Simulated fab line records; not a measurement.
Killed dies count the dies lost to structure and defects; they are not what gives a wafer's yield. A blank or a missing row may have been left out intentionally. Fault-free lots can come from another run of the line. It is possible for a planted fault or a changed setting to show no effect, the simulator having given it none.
Which tool was responsible? :: flow nand harc :: 6 lots (18 wafers sampled), 1 step of a 1302-step route

## WHAT THE GAUGES READ, wafer by wafer
NHARC_P_CONTACT_OVL_MEAS_13.
lot: L340
measured: day 6 06:27
on: overlay-01
overlay x nm (nm): -1.0 -0.9 -0.7

lot: L345
measured: day 8 11:34
on: overlay-02
overlay x nm (nm): -0.7 0.1 0.1

lot: L347
measured: day 9 13:01
on: overlay-02
overlay x nm (nm): 2.1 1.6 2.0

lot: L354
measured: day 12 02:52
on: overlay-01
overlay x nm (nm): -1.2 -1.6 -1.4

lot: L358
measured: day 13 21:10
on: overlay-02
overlay x nm (nm): 0.5 0.8 0.3

lot: L361
measured: day 14 23:28
on: overlay-02
overlay x nm (nm): -1.0 -0.8 -1.4

## WHAT TOOL EACH LOT RAN ON (gives the tool, then ch and the chambers of the sampled wafers, and finally the start)
The record holds no process step before these readings.

## THE ANSWER, worked out from the rows above alone
Rule: the lots themselves supply what counts as usual. Put in order of their means at a reading, lots are off if they are a third of the lots or fewer, leave a main group of 4 or more, and stand apart from it by a gap of 3 or more times the standard deviation of the main group's means; of several such gaps the widest counts. If all means in a main group match to the digits the tables above print for the reading, that group is not used. Also off: a lot with no number at a reading for which 4 or more lots have one. The other lots that the step has rows for count as sound.
Across all readings shown, no lot is off: no conclusion can be drawn from this.

## WHAT HAD BEEN PUT IN BY THE SIMULATOR
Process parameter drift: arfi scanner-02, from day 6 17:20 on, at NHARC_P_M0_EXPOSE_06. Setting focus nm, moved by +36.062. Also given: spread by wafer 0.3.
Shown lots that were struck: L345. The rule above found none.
